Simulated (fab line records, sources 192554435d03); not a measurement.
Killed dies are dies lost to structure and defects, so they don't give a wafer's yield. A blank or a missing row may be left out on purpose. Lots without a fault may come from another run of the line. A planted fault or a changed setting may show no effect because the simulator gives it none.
One fault seen from 2 desks | flow n5_finfet | each desk has only its own numbers; what lay behind them comes last

THE METROLOGY DESK
What the gauges read, lot by lot, whatever tool the lot ran on: means of the sampled wafers that have a number. A lot is out of limits, marked OUT, if its mean lies more than 4 standard deviations from the usual mean; the brackets give that distance. Of its 24 readings 7 are shown: the one that was out of limits first, and those that lie furthest out on some lot.
Columns: A = trench_depth_nm at N5_BEOL_M11_OCD_MEAS_38, usual 148.5 nm; B = M11_THK at N5_BEOL_M11_THK_MEAS_53, usual 138.0 nm; C = M11_RS at N5_BEOL_M11_RS_MEAS_57, usual 0.1509 ohm/sq; D = COMB_M13 at N5_BEOL_M15_RC_MEAS_101, usual 4.9e-12 S/m; E = COMB_M14 at N5_BEOL_M15_RC_MEAS_101, usual 3.6e-12 S/m; F = SERP_M11 at N5_BEOL_M15_RC_MEAS_101, usual 3.07 ohm/um; G = SERP_M11_max_site at N5_BEOL_M15_RC_MEAS_101, usual 3.17 ohm/um
lot  | first seen here | A                | B                | C                 | D       | E       | F               | G
L658 | day 11 03:43    | 148.3            | 138.2            | 0.1512            | 4.1e-12 | 3.9e-12 | 3.09            | 3.15
L661 | day 12 00:46    | 148.2            | 138.9            | 0.1502            | 4.7e-12 | 3.0e-12 | 3.09            | 3.23
L663 | day 12 06:19    | 166.9 (+9.7) OUT | 154.7 (+6.7) OUT | 0.1346 (-6.5) OUT | 6.8e-12 | 4.7e-12 | 2.75 (-5.3) OUT | 2.82 (-5.1) OUT
L664 | day 12 17:46    | 188.1 (+21) OUT  | 179.6 (+17) OUT  | 0.1146 (-15) OUT  | 4.3e-12 | 2.6e-12 | 2.30 (-13) OUT  | 2.44 (-11) OUT
L665 | day 13 09:34    | 161.6 (+6.9) OUT | 152.0 (+5.6) OUT | 0.1391 (-4.7) OUT | 4.9e-12 | 3.5e-12 | 2.86            | 3.02
L678 | day 16 07:57    | 149.6            | 140.3            | 0.1496            | 6.7e-12 | 5.6e-12 | 3.03            | 3.22
L679 | day 16 16:51    | 147.4            | 135.9            | 0.1514            | 5.1e-12 | 3.9e-12 | 3.08            | 3.16
This desk's finding: out of limits on L663, L664, L665; first on L663, day 12 06:19 (trench_depth_nm at N5_BEOL_M11_OCD_MEAS_38). In limits: L658, L661, L678, L679.

THE TOOL OWNER'S DESK: rie_diel-06
The tool's own readings at N5_BEOL_M11_TRENCH_ETCH_37 (etches SiCOH lowk in C4F6/O2, target depth 148.83 nm, time 48 s): means of the sampled wafers that have a number, for each lot that ran on this tool. A lot is out of limits, marked OUT, if its mean lies more than 4 standard deviations from the usual mean; the brackets give that distance. Of its 8 readings 7 are shown: the one that was out of limits first, and those that lie furthest out on some lot.
Columns: A = drypump_motor_current_A at N5_BEOL_M11_TRENCH_ETCH_37, usual 5.9 A; B = oes_f_703_au at N5_BEOL_M11_TRENCH_ETCH_37, usual 0.80 a.u.; C = oes_product_au at N5_BEOL_M11_TRENCH_ETCH_37, usual 0.80 a.u.; D = rf_vpp_V at N5_BEOL_M11_TRENCH_ETCH_37, usual 665 V; E = run_length_s at N5_BEOL_M11_TRENCH_ETCH_37, usual 71.4 s; F = showerhead_plenum_p_Torr at N5_BEOL_M11_TRENCH_ETCH_37, usual 2.84 Torr; G = throttle_valve_pct at N5_BEOL_M11_TRENCH_ETCH_37, usual 20.9 %
lot  | first seen here | A   | B    | C    | D   | E               | F    | G
L658 | day 11 03:32    | 5.7 | 0.75 | 0.75 | 667 | 71.0            | 2.90 | 20.8
L661 | day 12 00:35    | 5.9 | 0.75 | 0.75 | 670 | 71.2            | 2.84 | 21.2
L663 | day 12 06:09    | 5.8 | 0.82 | 0.83 | 674 | 77.2 (+11) OUT  | 2.86 | 21.1
L664 | day 12 17:35    | 5.8 | 0.87 | 0.86 | 656 | 83.8 (+24) OUT  | 2.89 | 20.5
L665 | day 13 09:19    | 5.6 | 0.87 | 0.87 | 673 | 75.3 (+7.6) OUT | 2.88 | 20.8
L678 | day 16 07:46    | 5.8 | 0.87 | 0.88 | 669 | 71.2            | 2.85 | 20.8
This desk's finding: out of limits on L663, L664, L665; first on L663, day 12 06:09 (run_length_s at N5_BEOL_M11_TRENCH_ETCH_37). In limits: L658, L661, L678.

PUT TOGETHER
The tool owner's desk could have raised an alarm at day 12 06:09, on L663, L664, L665.
The metrology desk could have raised an alarm at day 12 06:19, on L663, L664, L665.
Of the lots named, all ran N5_BEOL_M11_TRENCH_ETCH_37 on rie_diel-06.

WHAT THE SIMULATOR HAD PUT IN
Process parameter drift: rie_diel-06, from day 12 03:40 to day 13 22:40, at N5_BEOL_M11_TRENCH_ETCH_37. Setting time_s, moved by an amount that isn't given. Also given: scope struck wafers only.
Lots struck among those shown: L663, L664, L665.
Hours from the fault's start to each desk's first reading out of limits: the tool owner's desk, 2; the metrology desk, 3.
